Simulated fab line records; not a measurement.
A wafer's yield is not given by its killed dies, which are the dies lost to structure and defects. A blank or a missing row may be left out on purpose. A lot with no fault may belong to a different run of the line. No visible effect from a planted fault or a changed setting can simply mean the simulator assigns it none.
What tool caused it?	flow nand harc	12 lots, 36 wafers sampled, at 4 steps of a route of 1302

== WHAT THE GAUGES READ, wafer by wafer ==
NHARC_P_M1_THK_MEAS_24: measures by xrf.
lot	measured	on	thk nm (nm)
L075	day 6 22:28	film metro-02	157.0 157.7 158.4
L077	day 7 16:55	film metro-01	155.9 155.1 157.8
L080	day 8 17:16	film metro-01	158.1 157.7 159.8
L081	day 9 11:13	film metro-02	159.9 159.2 159.5
L083	day 10 06:01	film metro-02	157.8 158.2 158.2
L085	day 11 00:07	film metro-02	159.4 159.0 157.2
L087	day 11 17:43	film metro-02	157.5 157.4 158.5
L089	day 12 14:33	film metro-02	155.0 158.5 159.2
L091	day 13 23:19	film metro-02	160.0 157.8 158.0
L094	day 14 10:17	film metro-02	155.4 156.6 156.9
L095	day 14 22:58	film metro-01	160.1 158.9 156.6
L096	day 15 15:22	film metro-02	156.7 158.6 159.6

== WHAT TOOL EACH LOT RAN ON (gives the tool, then ch and the chambers of the sampled wafers, and finally the start) ==
lot	NHARC_P_M1_PVD_20	NHARC_P_M1_PVD_21	NHARC_P_M1_ANNEAL_31
L075	pvd sputter-03, day 6 21:49 or earlier	pvd sputter-03, day 6 21:49 or earlier	rtp anneal-01 ch 0, day 6 21:49
L077	pvd sputter-03, day 7 16:16 or earlier	pvd sputter-03, day 7 16:16 or earlier	rtp anneal-01 ch 0, day 7 16:16
L080	pvd sputter-01, day 8 16:42 or earlier	pvd sputter-01, day 8 16:42 or earlier	rtp anneal-01 ch 0, day 8 16:42
L081	pvd sputter-01, day 9 10:34 or earlier	pvd sputter-01, day 9 10:34 or earlier	rtp anneal-02 ch 0, day 9 10:34
L083	pvd sputter-01, day 10 05:20 or earlier	pvd sputter-01, day 10 05:20 or earlier	rtp anneal-02 ch 0, day 10 05:20
L085	pvd sputter-02, day 10 23:31 or earlier	pvd sputter-02, day 10 23:31 or earlier	rtp anneal-02 ch 0, day 10 23:31
L087	pvd sputter-03, day 11 17:10 or earlier	pvd sputter-03, day 11 17:10 or earlier	rtp anneal-02 ch 0, day 11 17:10
L089	pvd sputter-01, day 12 13:53 or earlier	pvd sputter-01, day 12 13:53 or earlier	rtp anneal-01 ch 0, day 12 13:53
L091	pvd sputter-02, day 13 22:39 or earlier	pvd sputter-02, day 13 22:39 or earlier	rtp anneal-01 ch 0, day 13 22:39
L094	pvd sputter-02, day 14 09:44 or earlier	pvd sputter-02, day 14 09:44 or earlier	rtp anneal-02 ch 0, day 14 09:44
L095	pvd sputter-03, day 14 22:22 or earlier	pvd sputter-03, day 14 22:22 or earlier	rtp anneal-01 ch 0, day 14 22:22
L096	pvd sputter-02, day 15 14:43 or earlier	pvd sputter-02, day 15 14:43 or earlier	rtp anneal-02 ch 0, day 15 14:43
- NHARC_P_M1_PVD_20: deposits TaN, target thk 5 nm, time 8.06 s.
- NHARC_P_M1_PVD_21: deposits Cu, target thk 30 nm, time 20.49 s.
- NHARC_P_M1_ANNEAL_31: time 90 s.

== THE ANSWER, worked out from the rows above alone ==
Rule: the usual values come from the lots themselves. The widest of any qualifying gaps counts: lots, ordered by their means at a reading, are off when they make up no more than a third of the lots, leave a main group of 4 or more, and stand apart from it by 3 or more times the standard deviation of that group's means. The tables above print the reading to a certain number of digits; a main group whose means all agree to those digits is not used. Also off: a lot with no number at a reading for which 4 or more lots have one. All remaining lots with rows at the step are treated as sound.
No lot is off on any of the readings shown, so nothing can be concluded from this.

== WHAT THE SIMULATOR HAD INSERTED ==
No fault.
